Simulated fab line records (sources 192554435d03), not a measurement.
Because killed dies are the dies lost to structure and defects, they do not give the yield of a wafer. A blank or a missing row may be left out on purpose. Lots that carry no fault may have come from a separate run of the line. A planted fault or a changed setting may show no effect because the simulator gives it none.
A lot that was struck, set against a sound lot	flow n5Finfet	27 out of 1938 route steps
Sound: these wafers, L359.1, L359.2, L359.4. Struck: wafer L367.3 (left out: L367.4, L367.5 of the same lot, which were not struck); the cause appears at the end.
For every step that has rows: the tool of each side, followed by ch and its chambers, followed by its first start. Under that, the readings that differ: sound wafers	struck wafers	difference of the means	sigmas: that difference in standard deviations of wafers without a fault.
alike: words and numbers the same on both sides, and readings whose means are apart by under 2 such deviations; not compared: readings that were withheld, readings missing a value for some wafer, numbers with overlapping values and no deviation given by the record, and bounds like >300 which may hide the same value.
The two part at a step that has a row with sigmas, a row that says differs or no value, or rows on one side only. Numbers that don't overlap but have no deviation are shown without sigmas and don't part them. A reading missing from all wafers of one side parts the sides only when that side holds two or more wafers.

N5_DUMMY_REMOVAL_HM_STRIP_01: strips SiNx in CH3F/O2, stops on poly-Si, target depth 4 nm, time 6.8 s.
  sound on rieDiel-04 ch 0,1,3, day 3 20:39; struck on rieDiel-01 ch 0, day 6 01:14
reading	sound	struck	difference	sigmas
rfHoursCounterH (h)	91 138 186	239	+101	
  alike: drypumpMotorCurrentA, oesProductAu, rfVppV, showerheadPlenumPTorr, throttleValvePct
N5_DUMMY_REMOVAL_STRIP_10: strips in N2/H2, time 40 s.
  sound on rieDiel-04 ch 0,1,3, day 3 20:41; struck on rieDiel-01 ch 0, day 6 01:16
reading	sound	struck	difference	sigmas
rfHoursCounterH (h)	91 138 186	239	+101	
  alike: drypumpMotorCurrentA, oesProductAu, rfVppV, showerheadPlenumPTorr, throttleValvePct
then, 2 steps without rows for these wafers: N5_DUMMY_REMOVAL_PRECLEAN_07 (cleans in dHF, time 30 s); N5_DUMMY_REMOVAL_DUMMY_REMOVE_02 (chemistry TMAH, target poly-Si, stops on SiO2, target depth 142 nm, time 57 s, rinse time 30 s).
N5_DUMMY_REMOVAL_INSPECT_06: inspects for defects (brightfield).
  sound: defectInspect-02 at day 3 20:52; struck: defectInspect-01 at day 6 01:25
  alike: rawDefectCount
then, 4 steps without rows for these wafers: N5_DUMMY_REMOVAL_PRECLEAN_08 (cleans in NF3:NH3, afs cycles 2, time 20 s, sublimation time 60 s); N5_DUMMY_REMOVAL_PRECLEAN_04 (cleans in DHF, time 37 s); N5_DUMMY_REMOVAL_SRD_05 (time 30 s); N5_HKMG_FIN_IL_REGROW_00 (material SiO2, chemistry O3, target thk 0.75 nm, time 30 s).
N5_HKMG_FIN_HK_ALD_01: deposits HfO2, target thk 1.6 nm, pulse time 3 s, purge time 3 s.
  sound on aldHk-03 ch 0,1,2, day 3 21:13; struck on aldHk-03 ch 3, day 6 01:47
  alike: precursorPulseHeightRel
N5_HKMG_FIN_HK_ANNEAL_02: time 30 s.
  sound on rtpAnneal-02 ch 0, day 3 21:24; struck on rtpAnneal-02 ch 0, day 6 02:10
  alike: lampPowerPct, lamp_zone_7_pct, wafer_temp_C_max
then, 1 step without rows for these wafers: N5_HKMG_FIN_ALD_74 (deposits La2O3, target thk 0.5 nm, pulse time 6 s, co reactant pulse time 1 s).
N5_HKMG_FIN_ALD_75: deposits Al2O3, target thk 1 nm, co reactant pulse time 1 s.
  sound on aldHk-02 ch 0,1,2, day 3 21:42; struck on aldHk-02 ch 3, day 6 02:24
  alike: heaterPowerW, precursorPulseHeightRel
then, 8 steps without rows for these wafers: N5_HKMG_FIN_COAT_41 (time 60 s, resist thk 300 nm); N5_HKMG_FIN_COAT_42 (time 60 s, resist thk 35 nm); N5_HKMG_FIN_COAT_43 (resist thk 90 nm); N5_HKMG_FIN_EBR_45; N5_HKMG_FIN_SOFTBAKE_44 (time 60 s); N5_HKMG_FIN_EXPOSE_46 (exposes mask NDIPOLE); N5_HKMG_FIN_PEB_47 (peb time 60 s); N5_HKMG_FIN_DEVELOP_48 (develop time 30 s).
N5_HKMG_FIN_CD_MEAS_49: target cd 202 nm.
  sound on cdSem-03 ch 0, day 3 22:10; struck on cdSem-02 ch 0, day 6 02:52
  alike: cdNm
N5_HKMG_FIN_OVL_MEAS_50:
  sound on overlay-01 ch 0, day 3 22:11; struck on overlay-02 ch 0, day 6 02:53
  alike: NDIPOLE_OVL
N5_HKMG_FIN_INSPECT_61: inspects for defects (macro).
  sound: defectInspect-02 at day 3 22:13; struck: defectInspect-01 at day 6 02:55
reading	sound	struck	difference	sigmas
rawDefectCount	1 2 2	>300	differs	
N5_HKMG_FIN_DESCUM_53: chemistry O2, time 7.9 s.
  sound on rieDiel-06 ch 1,2,3, day 3 22:15; struck on rieDiel-05 ch 2, day 6 02:57
  alike: drypumpMotorCurrentA, oesProductAu, rfVppV, showerheadPlenumPTorr, throttleValvePct
  not compared: rfHoursCounterH
-- here the record skips 5 days between the struck wafers' starts before and after, leaving off in module HKMG_FIN and picking up in module BEOL_M4 (first step shown: number 1111 of the route) --
N5_BEOL_M4_RC_MEAS_101:
  sound on prober-02 ch 0, day 9 07:44; struck on prober-01 ch 0, day 11 06:15
reading	sound	struck	difference	sigmas
SS_N (mV/dec)	70.8 71.1 71.9	72.6	+1.3	+2
  alike: DIBL_N, DIBL_P, IOFF_N, IOFF_P, ION_N, ION_P, SS_P, VT_N, VT_P
-- here the record skips 4 days between the struck wafers' starts before and after, leaving off in module BEOL_M4 and picking up in module PASSIVATION (first step shown: number 1936 of the route) --
N5_PASSIVATION_PROBE_49:
  only the struck wafers here have rows in the record (prober-01, day 15 13:27); the sound ones have none

== WHERE THEY PART ==
Last at N5_PASSIVATION_PROBE_49 as far as this record goes, first at N5_HKMG_FIN_INSPECT_61.

WHY: what the simulator had put in
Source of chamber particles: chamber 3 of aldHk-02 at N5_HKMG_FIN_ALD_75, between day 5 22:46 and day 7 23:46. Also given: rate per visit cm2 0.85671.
